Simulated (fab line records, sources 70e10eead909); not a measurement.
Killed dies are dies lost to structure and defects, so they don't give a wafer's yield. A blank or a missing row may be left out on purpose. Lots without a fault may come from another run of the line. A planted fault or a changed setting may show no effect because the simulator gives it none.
fab line records | flow nand_harc
record lots=22 wafers=66 last_day=33
route steps=1302 shown A_STAIRCASE@651
lots that met no fault: from a run of the same line without faults
start_h: hours from the record's first day to the start of the lot's first wafer shown | wait_h: hours since the lot's step before | " the same as in the row above | L1.1+2: a row that stands for several wafers | - no value, or no start given | * or withheld: withheld | < > ~ a bound
route shown NAME@n: a module of which the file shows steps, and the number in the route of the first | usual: mean/standard deviation of fault-free wafers | same: alike in all rows | chamber/n: place in a boat | sites: the reading at each site | _std_site: their standard deviation | _edge_site: outer sites' mean less inner sites' | radius_mm: how far each site lies from the wafer's centre | mask NAME#n: copy n | behind: the tool/chamber that last shaped the wafer | hold: why the lot was held/for how many hours/how that ended | device: the transistor (n, p or np) that didn't switch | end of line: the same wafers' tests at the end of the route | a step without rows: its recipe alone | killed: dies lost to structure and defects at the first sort, not the wafer's yield | map: a wafer's dies, x killed, . not, _ none there
set.NAME: the setting as run; set.NAME@STEP: as run at that earlier step | model.NAME: the simulator's own value behind a step, which no gauge read
steps of the route over a sample of lots; a table a step, a row a wafer
services: from which hour (start_h, from the record's first day; less than 0 if before it) a tool's chamber was out of use, for how many hours, and why
## steps
# step NHARC_A_STAIRCASE_ETCH_169
# recipe target_depth_a=500 time_s=107.1 ion_energy_ev=120 ch3f_flow_sccm=50 o2_flow_sccm=30 ar_flow_sccm=200 rf_w=500 bias_w=100 chemistry=CH3F/O2
# usual drypump_motor_current_A=5.9/0.38 oes_product_au=0.956/0.018 rf_fwd_power_W=496.8/2 rf_vpp_V=244.4/1.6 showerhead_plenum_p_Torr=2.47/0.1 throttle_valve_pct=20.662/0.0087
# columns lot.wafer tool chamber start_h wait_h drypump_motor_current_A oes_product_au rf_fwd_power_W rf_hours_counter_h rf_vpp_V showerhead_plenum_p_Torr throttle_valve_pct
L075.1 rie_diel-02 1 351.34 0.1 5.8 0.953 496.0 48 247.1 2.53 20.652
L075.2 " 2 " " 6.5 0.945 498.4 50 245.4 2.64 20.653
L075.6 " 1 " " 5.9 0.957 495.8 - 245.3 2.53 20.661
L074.1 rie_diel-02 0 351.63 0.2 6.1 0.945 497.9 38 246.6 2.64 20.647
L074.2 " 2 " " 6.5 0.925 499.7 50 245.5 2.64 20.661
L074.5 " 0 " " 6.1 0.950 497.2 - 247.1 2.64 20.673
L076.1 rie_diel-02 2 371.52 0.2 6.5 0.925 499.0 57 246.1 2.64 20.660
L076.2 " 0 " " 6.1 0.930 498.2 45 246.3 2.64 20.664
L076.3 " 1 " " 5.8 0.929 497.6 55 245.8 2.53 20.661
L077.1 rie_diel-02 0 371.65 0.2 6.1 0.924 494.1 45 245.7 2.64 20.668
L077.2 " 1 " " 5.9 0.922 497.6 55 246.3 2.53 20.658
L077.6 " 0 " " 6.1 0.932 495.2 - 246.2 2.64 20.659
L078.2 rie_diel-02 3 387.71 0.1 5.5 0.966 496.7 55 243.6 2.38 20.665
L078.3 " 2 " " 6.5 0.956 496.0 64 247.3 2.63 20.667
L078.6 " 2 " " 6.4 0.958 498.4 - 246.2 2.63 20.650
L080.1 rie_diel-09 2 398.85 0.1 6.1 0.965 499.1 21 242.4 2.32 20.656
L080.3 " 3 " " 5.9 0.951 500.6 21 245.4 2.46 20.659
L080.2 " 0 " " 6.0 0.953 493.9 23 243.1 2.43 20.660
L081.3 rie_diel-10 0 408.06 0.1 5.7 0.959 498.5 58 243.3 2.40 20.644
L081.2 " 1 " " 5.0 0.956 493.4 60 245.4 2.49 20.651
L081.4 " 2 " " 5.7 0.944 497.2 35 244.9 2.42 20.658
L079.2 rie_diel-09 2 408.22 0.1 6.1 0.977 497.8 24 242.4 2.32 20.645
L079.4 " 3 " " 5.9 0.960 499.9 24 244.4 2.46 20.658
L079.5 " 2 " " 6.1 0.959 498.6 - 243.7 2.32 20.661
L083.3 rie_diel-02 3 436.91 0.1 5.5 0.985 499.8 9 242.2 2.37 20.655
L083.4 " 0 " " 6.1 0.971 493.4 9 246.5 2.64 20.668
L083.6 " 2 " " 6.4 0.980 498.1 - 247.2 2.63 20.673
L082.2 rie_diel-02 3 437.09 0.1 5.5 0.937 497.8 9 243.2 2.37 20.665
L082.1 " 0 " " 6.1 0.959 499.8 9 246.3 2.64 20.660
L082.5 " 1 " " 5.8 0.945 500.1 - 244.3 2.52 20.653
L084.6 rie_diel-02 0 457.60 0.1 6.1 0.960 498.5 - 246.5 2.63 20.652
L084.4 " 1 " " 5.9 0.950 498.7 - 245.7 2.52 20.675
L084.5 " 2 " " 6.5 0.917 499.6 - 247.1 2.62 20.653
L085.2 rie_diel-02 2 464.94 0.1 6.5 0.958 498.1 23 246.8 2.62 20.658
L085.5 " 2 " " 6.5 0.967 498.0 - 248.7 2.62 20.671
L085.6 " 3 " " 5.5 0.962 497.2 - 243.4 2.37 20.660
L086.4 rie_diel-09 0 469.18 0.1 6.0 0.974 500.6 48 244.1 2.42 20.664
L086.3 " 2 " " 6.2 0.961 498.5 45 242.4 2.31 20.660
L086.5 " 1 " " 6.2 0.966 493.4 - 244.1 2.40 20.670
L088.3 rie_diel-09 3 495.62 0.1 5.9 0.981 495.9 49 243.4 2.45 20.657
L088.5 " 0 " " 6.0 0.946 497.2 - 243.3 2.42 20.658
L088.6 " 1 " " 6.2 0.950 495.4 - 242.8 2.39 20.672
L089.2 rie_diel-10 0 495.76 0.1 5.7 0.965 496.9 21 244.6 2.39 20.679
L089.5 " 1 " " 5.0 0.969 491.5 - 244.7 2.48 20.652
L089.6 " 2 " " 5.7 0.957 497.3 - 244.3 2.41 20.654
L090.4 rie_diel-10 0 515.36 0.1 5.7 0.971 494.8 28 243.6 2.39 20.659
L090.1 " 1 " " 5.0 0.973 493.0 30 243.7 2.48 20.650
L090.2 " 3 " " 6.2 0.950 497.5 28 241.7 2.40 20.660
L091.4 rie_diel-10 3 515.55 0.1 6.2 0.951 498.0 28 243.5 2.40 20.661
L091.3 " 0 " " 5.8 0.937 497.4 28 244.7 2.39 20.645
L091.1 " 2 " " 5.7 0.959 497.4 23 244.4 2.41 20.672
L093.1 rie_diel-09 1 529.51 0.1 6.2 0.949 494.8 2 244.3 2.39 20.663
L093.2 " 2 " " 6.1 0.967 495.5 9 242.0 2.30 20.657
L093.4 " 0 " " 6.0 1.004 497.0 9 242.4 2.41 20.661
L092.4 rie_diel-09 0 529.69 0.1 6.0 0.985 497.5 9 244.9 2.41 20.673
L092.1 " 1 " " 6.2 0.943 496.5 2 244.2 2.39 20.665
L092.5 " 3 " " 5.8 0.925 497.9 - 244.6 2.44 20.663
L094.3 rie_diel-10 3 554.72 0.1 6.2 0.951 496.5 40 242.7 2.40 20.665
L094.4 " 3 " " 6.3 0.954 495.7 - 244.0 2.40 20.652
L094.6 " 1 " " 5.0 0.958 493.2 - 243.9 2.48 20.660
L095.1 rie_diel-09 0 555.01 0.1 6.0 0.978 497.1 20 242.3 2.41 20.659
L095.2 " 1 " " 6.2 0.936 493.7 12 243.2 2.39 20.672
L095.4 " 2 " " 6.1 0.965 498.9 17 240.4 2.30 20.676
L096.2 rie_diel-10 2 569.05 0.1 5.7 0.975 495.7 40 242.2 2.40 20.663
L096.3 " 3 " " 6.3 0.975 497.1 44 242.5 2.39 20.659
L096.6 " 2 " " 5.7 0.976 497.0 - 243.5 2.40 20.647
# step NHARC_A_STAIRCASE_DESCUM_11
# recipe time_s=3 o2_flow_sccm=200 ar_flow_sccm=0 bias_power_w=0 chemistry=O2
# usual drypump_motor_current_A=5.9/0.36 oes_product_au=0.998/0.0098 rf_vpp_V=57.7/0.88 showerhead_plenum_p_Torr=1.91/0.077 throttle_valve_pct=11.310/0.0095
# columns lot.wafer tool chamber start_h wait_h drypump_motor_current_A oes_product_au rf_hours_counter_h rf_vpp_V showerhead_plenum_p_Torr throttle_valve_pct
L075.1 rie_diel-02 3 353.12 - 5.5 0.995 48 56.7 1.85 11.316
L075.2 " 0 " " 6.1 1.005 39 59.4 2.06 11.318
L075.6 " 2 " " 6.5 1.007 - 57.3 2.06 11.323
L074.2 rie_diel-10 0 353.38 - 5.7 1.004 38 58.1 1.87 11.304
L074.1 " 2 " " 5.7 0.991 17 57.2 1.89 11.292
L074.5 " 1 " " 5.0 0.978 - 57.4 1.95 11.310
L076.2 rie_diel-09 2 373.38 - 6.2 1.002 12 58.3 1.80 11.314
L076.1 " 0 " " 6.1 0.995 15 58.2 1.89 11.309
L076.3 " 1 " " 6.2 1.007 10 57.4 1.87 11.318
L077.2 rie_diel-09 3 373.56 - 5.8 0.988 13 57.3 1.92 11.322
L077.1 " 0 " " 6.1 0.999 15 56.7 1.89 11.323
L077.6 " 3 " " 5.8 0.996 - 57.5 1.92 11.301
L078.2 rie_diel-09 2 389.54 - 6.1 1.015 16 56.2 1.80 11.309
L078.3 " 0 " " 6.0 0.991 20 58.1 1.89 11.325
L078.6 " 2 " " 6.1 1.014 - 57.3 1.80 11.316
L080.1 rie_diel-09 1 400.69 - 6.2 1.005 19 57.6 1.87 11.307
L080.3 " 2 " " 6.2 1.012 21 57.4 1.80 11.304
L080.2 " 3 " " 5.9 0.981 21 57.4 1.91 11.297
L081.2 rie_diel-02 0 409.80 - 6.1 0.992 1 58.4 2.06 11.309
L081.3 " 1 " " 5.8 0.993 2 58.3 1.97 11.321
L081.4 " 2 " " 6.5 0.996 1 58.1 2.05 11.329
L079.4 rie_diel-09 3 410.09 - 5.8 0.985 25 56.7 1.91 11.299
L079.2 " 1 " " 6.2 1.011 21 57.4 1.87 11.318
L079.5 " 3 " " 5.8 0.989 - 57.3 1.91 11.311
L083.3 rie_diel-10 2 438.77 - 5.7 0.980 2 55.7 1.88 11.308
L083.4 " 0 " " 5.7 1.002 2 57.2 1.86 11.331
L083.6 " 2 " " 5.7 0.997 - 57.5 1.88 11.324
L082.2 rie_diel-02 1 438.93 - 5.8 0.999 14 57.9 1.96 11.322
L082.1 " 2 " " 6.4 1.003 14 59.0 2.05 11.294
L082.5 " 1 " " 5.8 0.999 - 56.7 1.96 11.291
L084.4 rie_diel-02 0 459.24 - 6.2 0.998 14 58.4 2.05 11.302
L084.6 " 1 " " 5.8 0.997 - 56.7 1.96 11.304
L084.5 " 2 " " 6.5 0.988 - 58.3 2.05 11.307
L085.2 rie_diel-09 1 466.81 - 6.2 0.995 41 58.2 1.86 11.289
L085.5 " 2 " " 6.1 1.004 - 58.9 1.79 11.300
L085.6 " 3 " " 5.9 0.989 - 58.0 1.91 11.310
L086.3 rie_diel-02 3 470.81 - 5.5 0.989 20 58.1 1.84 11.305
L086.5 " 2 " " 6.5 0.999 - 59.0 2.05 11.312
L086.4 " 3 " " 5.5 0.992 - 57.2 1.84 11.299
L088.3 rie_diel-10 0 497.42 - 5.7 0.987 21 57.5 1.86 11.290
L088.5 " 1 " " 5.0 0.993 - 58.2 1.93 11.305
L088.6 " 2 " " 5.7 0.992 - 57.2 1.88 11.315
L089.2 rie_diel-10 3 497.78 - 6.2 0.988 21 58.5 1.87 11.323
L089.6 " 2 " " 5.8 0.993 - 58.5 1.88 11.309
L089.5 " 3 " " 6.2 0.985 - 57.6 1.87 11.322
L090.2 rie_diel-10 2 517.14 - 5.7 1.005 23 58.6 1.87 11.314
L090.1 " 3 " " 6.2 1.001 29 57.8 1.87 11.292
L090.4 " 0 " " 5.7 0.997 28 56.5 1.85 11.307
L091.4 rie_diel-10 2 517.43 - 5.8 1.001 23 59.6 1.87 11.314
L091.3 " 3 " " 6.2 1.000 29 57.8 1.87 11.299
L091.1 " 0 " " 5.7 0.990 28 59.2 1.85 11.311
L093.4 rie_diel-09 3 531.36 - 5.8 0.982 9 56.5 1.90 11.317
L093.2 " 0 " " 6.0 1.024 9 56.6 1.88 11.300
L093.1 " 1 " " 6.2 0.999 2 57.0 1.86 11.322
L092.4 rie_diel-02 0 531.53 - 6.1 1.025 42 58.1 2.05 11.304
L092.1 " 1 " " 5.8 1.004 41 58.0 1.95 11.308
L092.5 " 1 " " 5.8 1.002 - 56.6 1.95 11.301
L094.4 rie_diel-10 3 556.35 - 6.2 0.988 40 56.0 1.86 11.332
L094.3 " 0 " " 5.7 0.976 38 59.0 1.85 11.321
L094.6 " 0 " " 5.7 0.978 - 58.3 1.85 11.310
L095.4 rie_diel-10 1 557.45 - 5.1 0.990 42 58.4 1.93 11.308
L095.1 " 3 " " 6.2 0.988 40 57.0 1.86 11.328
L095.2 " 0 " " 5.7 0.985 38 59.6 1.85 11.307
L096.2 rie_diel-02 0 570.69 - 6.1 0.992 - 58.4 2.04 11.300
L096.3 " 0 " " 6.1 0.995 - 57.6 2.04 11.309
L096.6 " 0 " " 6.1 0.998 - 58.4 2.04 11.307
# step NHARC_A_STAIRCASE_TRIM_24
# recipe time_s=211.2 o2_flow_sccm=500 ar_flow_sccm=0 bias_w=0 chemistry=O2
# usual drypump_motor_current_A=5.9/0.38 oes_product_au=0.998/0.01 rf_vpp_V=57.8/0.89 showerhead_plenum_p_Torr=3.53/0.14 throttle_valve_pct=17.037/0.0096
# columns lot.wafer tool chamber start_h wait_h drypump_motor_current_A oes_product_au rf_hours_counter_h rf_vpp_V showerhead_plenum_p_Torr throttle_valve_pct
L075.2 rie_diel-02 3 - - 5.5 1.000 48 59.3 3.42 17.038
L075.1 " 0 " " 6.1 0.990 39 59.2 3.79 17.039
L075.6 " 3 " " 5.5 0.993 - 58.3 3.42 17.038
L074.2 rie_diel-10 0 - - 5.8 0.989 40 57.9 3.46 17.055
L074.1 " 2 " " 5.8 0.968 19 58.0 3.48 17.022
L074.5 " 0 " " 5.8 0.988 - 56.9 3.46 17.034
L076.1 rie_diel-09 3 - - 5.8 1.000 14 56.2 3.53 17.032
L076.3 " 1 " " 6.3 1.004 11 57.7 3.46 17.043
L076.2 " 2 " " 6.1 1.004 13 57.9 3.34 17.046
L077.2 rie_diel-02 2 - - 6.5 0.985 58 57.9 3.78 17.038
L077.1 " 0 " " 6.1 1.001 47 58.7 3.78 17.032
L077.6 " 0 " " 6.1 0.995 - 57.3 3.78 17.042
L078.3 rie_diel-09 0 - - 6.0 0.997 21 57.4 3.49 17.018
L078.2 " 2 " " 6.1 1.010 17 56.6 3.34 17.032
L078.6 " 1 " " 6.2 1.010 - 57.4 3.46 17.035
L080.3 rie_diel-10 0 - - 5.8 0.997 57 58.1 3.45 17.030
L080.2 " 2 " " 5.7 0.997 35 58.5 3.48 17.028
L080.1 " 3 " " 6.2 1.016 49 57.0 3.47 17.038
L081.3 rie_diel-10 1 - - 5.0 0.987 61 57.2 3.58 17.032
L081.2 " 3 " " 6.2 0.998 51 57.2 3.47 17.023
L081.4 " 0 " " 5.7 0.993 59 59.2 3.45 17.028
L079.4 rie_diel-02 0 - - 6.2 0.997 2 56.4 3.78 17.029
L079.2 " 3 " " 5.5 1.006 2 57.1 3.41 17.048
L079.5 " 0 " " 6.1 1.002 - 56.9 3.78 17.056
L083.3 rie_diel-09 1 - - 6.2 1.009 34 57.2 3.45 17.037
L083.4 " 1 " " 6.2 1.005 - 58.1 3.45 17.026
L083.6 " 0 " " 6.0 1.000 - 59.7 3.48 17.040
L082.1 rie_diel-02 1 - - 5.8 0.995 15 57.6 3.61 17.020
L082.2 " 2 " " 6.5 1.001 15 57.8 3.76 17.023
L082.5 " 1 " " 5.8 0.996 - 57.6 3.61 17.033
L084.4 rie_diel-02 2 - - 6.5 0.985 21 59.2 3.76 17.039
L084.5 " 1 " " 5.8 0.989 - 57.8 3.61 17.025
L084.6 " 2 " " 6.4 0.992 - 58.3 3.76 17.039
L085.2 rie_diel-09 3 - - 5.8 0.995 44 57.9 3.52 17.028
L085.6 " 1 " " 6.3 0.987 - 57.4 3.44 17.033
L085.5 " 2 " " 6.2 0.990 - 58.7 3.32 17.054
L086.3 rie_diel-09 1 - - 6.2 0.994 44 59.4 3.44 17.026
L086.4 " 2 " " 6.1 0.997 47 57.4 3.32 17.049
L086.5 " 1 " " 6.2 0.987 - 56.7 3.44 17.024
L088.3 rie_diel-10 0 - - 5.8 0.999 23 57.1 3.43 17.030
L088.5 " 0 " " 5.7 0.990 - 57.9 3.43 17.038
L088.6 " 1 " " 5.0 0.999 - 58.2 3.56 17.019
L089.2 rie_diel-02 2 - - 6.5 0.990 32 58.5 3.75 17.054
L089.5 " 1 " " 5.9 1.008 - 59.2 3.60 17.043
L089.6 " 2 " " 6.5 0.987 - 60.0 3.75 17.051
L090.1 rie_diel-02 2 - - 6.5 0.996 40 58.1 3.75 17.044
L090.4 " 3 " " 5.5 0.990 39 58.5 3.39 17.031
L090.2 " 0 " " 6.1 1.008 40 57.3 3.76 17.031
L091.3 rie_diel-10 0 - - 5.8 0.992 30 58.2 3.43 17.024
L091.4 " 1 " " 5.0 0.997 32 57.8 3.56 17.038
L091.1 " 2 " " 5.8 0.993 25 57.7 3.46 17.037
L093.2 rie_diel-09 0 - - 6.0 1.031 10 57.5 3.47 17.034
L093.1 " 1 " " 6.2 0.995 3 57.3 3.43 17.052
L093.4 " 2 " " 6.1 1.007 10 56.8 3.31 17.033
L092.1 rie_diel-02 2 - - 6.5 0.992 43 56.4 3.74 17.050
L092.4 " 0 " " 6.1 1.009 43 58.1 3.75 17.033
L092.5 " 2 " " 6.5 0.981 - 59.0 3.75 17.043
L094.4 rie_diel-09 0 - - 6.1 1.027 21 58.0 3.46 17.040
L094.3 " 1 " " 6.2 0.997 14 58.3 3.43 17.016
L094.6 " 2 " " 6.1 1.023 - 57.6 3.31 17.038
L095.1 rie_diel-10 1 - - 5.0 1.003 42 57.1 3.55 17.052
L095.4 " 2 " " 5.8 0.999 37 56.4 3.45 17.042
L095.2 " 3 " " 6.2 1.004 41 58.5 3.44 17.042
L096.2 rie_diel-09 1 - - 6.3 1.007 20 57.8 3.43 17.036
L096.3 " 0 " " 6.0 1.011 29 57.8 3.46 17.039
L096.6 " 1 " " 6.3 0.998 - 57.5 3.43 17.040
# step NHARC_A_STAIRCASE_ETCH_190
# recipe target_depth_a=1000 time_s=40.5 ion_energy_ev=400 c4f8_flow_sccm=20 o2_flow_sccm=10 ar_flow_sccm=withheld rf_w=600 bias_w=1000 chemistry=C4F8/O2
# usual oes_product_au=0.938/0.014 rf_fwd_power_W=592/3.4 rf_vpp_V=896/5.1
# columns lot.wafer tool chamber start_h wait_h oes_product_au rf_fwd_power_W rf_hours_counter_h rf_vpp_V
L075.1 rie_diel-10 1 - - 0.930 586 42 898
L075.2 " 3 " " 0.946 590 33 895
L075.6 " 2 " " 0.936 591 - 894
L074.1 rie_diel-02 1 - - 0.947 593 50 900
L074.2 " 3 " " 0.928 595 49 892
L074.5 " 2 " " 0.934 594 - 904
L076.2 rie_diel-02 3 - - 0.926 593 49 893
L076.3 " 1 " " 0.937 594 57 900
L076.1 " 2 " " 0.929 597 58 905
L077.1 rie_diel-02 3 - - 0.945 594 49 892
L077.2 " 1 " " 0.937 593 57 899
L077.6 " 1 " " 0.932 595 - 899
L078.2 rie_diel-02 3 - - 0.943 593 56 892
L078.3 " 0 " " 0.959 595 49 905
L078.6 " 0 " " 0.955 597 - 906
L080.3 rie_diel-09 0 - - 0.932 591 25 896
L080.1 " 1 " " 0.943 585 20 893
L080.2 " 3 " " 0.920 592 23 897
L081.3 rie_diel-02 3 - - 0.953 592 2 891
L081.2 " 0 " " 0.954 594 3 905
L081.4 " 1 " " 0.937 595 3 899
L079.4 rie_diel-02 3 - - 0.947 594 3 892
L079.2 " 0 " " 0.956 593 3 905
L079.5 " 3 " " 0.944 594 - 891
L083.3 rie_diel-10 0 - - 0.942 593 3 892
L083.4 " 1 " " 0.964 585 3 896
L083.6 " 3 " " 0.940 590 - 894
L082.2 rie_diel-09 2 - - 0.959 592 38 888
L082.1 " 3 " " 0.954 595 37 895
L082.5 " 3 " " 0.964 597 - 896
L084.4 rie_diel-09 0 - - 0.938 589 46 895
L084.5 " 2 " " 0.953 596 - 888
L084.6 " 3 " " 0.939 596 - 895
L085.2 rie_diel-02 2 - - 0.921 595 25 904
L085.5 " 0 " " 0.936 592 - 905
L085.6 " 3 " " 0.924 592 - 891
L086.3 rie_diel-02 2 - - 0.923 595 26 902
L086.4 " 3 " " 0.913 594 23 891
L086.5 " 2 " " 0.917 594 - 904
L088.3 rie_diel-02 2 - - 0.920 593 33 905
L088.6 " 1 " " 0.927 594 - 899
L088.5 " 2 " " 0.916 593 - 905
L089.2 rie_diel-02 3 - - 0.915 591 32 893
L089.6 " 0 " " 0.933 594 - 904
L089.5 " 1 " " 0.942 591 - 899
L090.4 rie_diel-02 2 - - 0.929 596 40 904
L090.1 " 3 " " 0.917 594 39 892
L090.2 " 0 " " 0.927 594 40 905
L091.3 rie_diel-09 0 - - 0.980 591 7 893
L091.1 " 2 " " 0.952 596 7 889
L091.4 " 3 " " 0.934 596 7 897
L093.4 rie_diel-10 0 - - 0.919 596 34 893
L093.2 " 1 " " 0.936 584 35 898
L093.1 " 3 " " 0.934 593 35 892
L092.4 rie_diel-10 0 - - 0.922 596 34 891
L092.1 " 2 " " 0.946 589 29 894
L092.5 " 1 " " 0.944 588 - 897
L094.3 rie_diel-09 0 - - 0.986 593 22 895
L094.4 " 3 " " 0.949 594 19 895
L094.6 " 0 " " 0.970 592 - 894
L095.1 rie_diel-10 1 - - 0.952 586 43 897
L095.4 " 2 " " 0.945 594 38 893
L095.2 " 3 " " 0.938 592 42 893
L096.3 rie_diel-10 1 - - 0.930 582 50 896
L096.2 " 2 " " 0.929 587 45 895
L096.6 " 3 " " 0.914 591 - 892
# step NHARC_A_STAIRCASE_ETCH_197
# recipe target_depth_a=1000 time_s=40.5 ion_energy_ev=400 c4f8_flow_sccm=20 o2_flow_sccm=10 ar_flow_sccm=withheld rf_w=600 bias_w=1000 chemistry=C4F8/O2
# usual oes_product_au=0.949/0.018 rf_fwd_power_W=592/3.5 rf_vpp_V=896/5.2
# columns lot.wafer tool chamber start_h wait_h oes_product_au rf_fwd_power_W rf_hours_counter_h rf_vpp_V
L075.2 rie_diel-02 0 - - 0.962 596 40 905
L075.1 " 3 " " 0.949 591 49 891
L075.6 " 1 " " 0.947 594 - 899
L074.1 rie_diel-09 2 - - 0.970 595 8 889
L074.2 " 3 " " 0.955 598 8 897
L074.5 " 0 " " 0.971 591 - 895
L076.1 rie_diel-10 0 - - 0.955 594 51 892
L076.3 " 1 " " 0.976 584 51 898
L076.2 " 2 " " 0.965 593 26 893
L077.1 rie_diel-09 3 - - 0.920 594 15 897
L077.2 " 0 " " 0.912 590 17 895
L077.6 " 3 " " 0.920 593 - 897
L078.3 rie_diel-02 1 - - 0.941 593 62 899
L078.2 " 0 " " 0.953 595 49 906
L078.6 " 1 " " 0.943 595 - 899
L080.1 rie_diel-02 2 - - 0.971 595 1 905
L080.3 " 3 " " 0.962 592 0 891
L080.2 " 0 " " 0.965 595 1 904
L081.2 rie_diel-09 0 - - 0.985 591 29 894
L081.3 " 1 " " 0.966 586 23 892
L081.4 " 2 " " 0.972 594 27 888
L079.2 rie_diel-10 3 - - 0.962 593 52 893
L079.4 " 1 " " 0.971 586 61 897
L079.5 " 2 " " 0.957 592 - 893
L083.3 rie_diel-02 2 - - 0.971 592 16 906
L083.4 " 3 " " 0.960 592 11 892
L083.6 " 1 " " 0.976 594 - 899
L082.1 rie_diel-10 1 - - 0.975 585 4 899
L082.2 " 2 " " 0.968 591 4 894
L082.5 " 2 " " 0.966 594 - 893
L084.4 rie_diel-09 0 - - 0.952 591 46 893
L084.6 " 2 " " 0.939 594 - 888
L084.5 " 3 " " 0.949 594 - 896
L085.2 rie_diel-02 0 - - 0.960 594 22 904
L085.6 " 3 " " 0.957 596 - 891
L085.5 " 0 " " 0.970 595 - 905
L086.3 rie_diel-09 3 - - 0.920 595 47 895
L086.4 " 0 " " 0.921 589 52 893
L086.5 " 3 " " 0.913 592 - 896
L088.3 rie_diel-10 3 - - 0.928 593 25 894
L088.5 " 3 " " 0.924 591 - 894
L088.6 " 0 " " 0.918 592 - 892
L089.2 rie_diel-02 0 - - 0.952 596 33 904
L089.5 " 2 " " 0.939 593 - 905
L089.6 " 3 " " 0.936 597 - 891
L090.2 rie_diel-02 3 - - 0.932 595 40 892
L090.4 " 0 " " 0.958 589 41 903
L090.1 " 1 " " 0.954 592 40 898
L091.3 rie_diel-09 1 - - 0.933 583 0 893
L091.4 " 2 " " 0.938 591 8 889
L091.1 " 0 " " 0.967 593 8 892
L093.1 rie_diel-02 3 - - 0.933 596 43 890
L093.2 " 1 " " 0.960 594 44 898
L093.4 " 2 " " 0.943 592 45 905
L092.1 rie_diel-10 2 - - 0.952 591 30 894
L092.4 " 3 " " 0.946 592 36 894
L092.5 " 1 " " 0.942 585 - 897
L094.4 rie_diel-02 0 561.53 0.2 0.949 595 - 905
L094.3 " 2 " " 0.947 595 - 903
L094.6 " 0 " " 0.947 594 - 904
L095.1 rie_diel-10 2 - - 0.952 589 38 893
L095.4 " 3 " " 0.941 591 42 893
L095.2 " 0 " " 0.945 595 40 892
L096.3 rie_diel-09 1 - - 0.953 586 23 891
L096.2 " 2 " " 0.957 595 26 887
L096.6 " 0 " " 0.972 588 - 895
# step NHARC_A_STAIRCASE_ETCH_199
# recipe target_depth_a=1000 time_s=40.5 ion_energy_ev=400 c4f8_flow_sccm=20 o2_flow_sccm=10 ar_flow_sccm=withheld rf_w=600 bias_w=1000 chemistry=C4F8/O2
# usual oes_product_au=0.947/0.013 rf_fwd_power_W=592/3.6 rf_vpp_V=896/4.8
# columns lot.wafer tool chamber start_h wait_h oes_product_au rf_fwd_power_W rf_hours_counter_h rf_vpp_V
L075.1 rie_diel-02 1 - - 0.946 593 50 900
L075.2 " 0 " " 0.947 593 40 905
L075.6 " 2 " " 0.942 593 - 904
L074.2 rie_diel-09 1 - - 0.959 584 4 894
L074.1 " 3 " " 0.949 594 8 897
L074.5 " 0 " " 0.967 594 - 896
L076.2 rie_diel-10 0 - - 0.943 596 51 893
L076.3 " 2 " " 0.956 594 27 893
L076.1 " 3 " " 0.961 587 42 894
L077.1 rie_diel-09 1 - - 0.934 584 11 892
L077.2 " 2 " " 0.933 598 14 889
L077.6 " 0 " " 0.926 593 - 895
L078.3 rie_diel-10 3 - - 0.982 594 47 894
L078.2 " 1 " " 0.974 589 57 898
L078.6 " 2 " " 0.966 592 - 894
L080.1 rie_diel-02 3 - - 0.961 595 1 892
L080.2 " 0 " " 0.961 594 1 904
L080.3 " 2 " " 0.948 595 1 905
L081.3 rie_diel-09 1 - - 0.967 585 23 894
L081.4 " 2 " " 0.947 591 27 888
L081.2 " 3 " " 0.954 593 27 896
L079.4 rie_diel-10 3 - - 0.957 592 52 894
L079.2 " 1 " " 0.953 585 62 898
L079.5 " 3 " " 0.960 596 - 894
L083.3 rie_diel-02 2 - - 0.952 592 16 903
L083.4 " 3 " " 0.959 593 11 890
L083.6 " 2 " " 0.954 593 - 904
L082.1 rie_diel-10 0 - - 0.942 588 3 892
L082.2 " 2 " " 0.946 589 4 895
L082.5 " 0 " " 0.933 592 - 893
L084.4 rie_diel-09 3 - - 0.937 596 42 896
L084.6 " 2 " " 0.935 592 - 888
L084.5 " 3 " " 0.932 594 - 895
L085.2 rie_diel-02 1 - - 0.945 593 24 900
L085.5 " 3 " " 0.951 590 - 891
L085.6 " 0 " " 0.961 599 - 905
L086.3 rie_diel-09 3 - - 0.927 594 47 895
L086.4 " 0 " " 0.940 589 52 894
L086.5 " 2 " " 0.941 596 - 889
L088.3 rie_diel-10 3 - - 0.935 595 25 895
L088.5 " 0 " " 0.938 593 - 893
L088.6 " 1 " " 0.952 589 - 897
L089.2 rie_diel-02 1 - - 0.956 595 32 900
L089.6 " 0 " " 0.964 596 - 904
L089.5 " 1 " " 0.965 591 - 897
L090.4 rie_diel-02 3 - - 0.939 591 40 893
L090.1 " 0 " " 0.947 595 41 904
L090.2 " 1 " " 0.952 597 40 898
L091.1 rie_diel-09 1 - - 0.928 586 1 893
L091.3 " 2 " " 0.959 598 8 889
L091.4 " 3 " " 0.932 596 8 895
L093.1 rie_diel-02 0 - - 0.967 596 45 904
L093.2 " 1 " " 0.949 593 44 898
L093.4 " 2 " " 0.933 594 45 904
L092.4 rie_diel-10 2 - - 0.943 592 30 894
L092.1 " 3 " " 0.944 591 36 893
L092.5 " 0 " " 0.929 591 - 892
L094.4 rie_diel-02 0 - - 0.938 595 - 904
L094.3 " 2 " " 0.933 593 - 903
L094.6 " 2 " " 0.932 592 - 904
L095.4 rie_diel-10 1 - - 0.944 583 44 896
L095.1 " 2 " " 0.950 592 38 895
L095.2 " 3 " " 0.943 592 42 892
L096.2 rie_diel-09 1 - - 0.948 586 23 891
L096.3 " 2 " " 0.955 594 26 888
L096.6 " 1 " " 0.944 587 - 892
## services
# columns tool chamber start_h hours kind
rie_diel-09 1 330.97 22.5 repair
rie_diel-09 2 336.18 2.1 repair
rie_diel-02 0 349.94 - clean
rie_diel-02 1 349.94 - clean
rie_diel-02 2 349.94 - clean
rie_diel-02 3 349.94 - clean
rie_diel-02 0 374.44 - clean
rie_diel-02 1 374.44 - clean
rie_diel-02 2 374.44 - clean
rie_diel-02 3 374.44 - clean
rie_diel-02 1 382.93 - consumable_replace:focus_ring
rie_diel-02 1 382.93 9.0 scheduled_down
rie_diel-02 - 394.58 9.0 pm
rie_diel-10 - 420.48 9.0 pm
rie_diel-09 3 434.06 7.0 repair
rie_diel-02 3 456.44 2.4 repair
rie_diel-10 2 461.74 16.5 repair
rie_diel-02 1 463.66 7.7 repair
rie_diel-09 - 498.74 9.0 pm
rie_diel-10 0 550.22 6.0 repair
rie_diel-10 - 557.67 0.4 repair
rie_diel-09 0 562.55 2.1 repair
rie_diel-02 2 569.59 4.6 repair
rie_diel-02 - 571.81 9.0 pm
## key
fault none
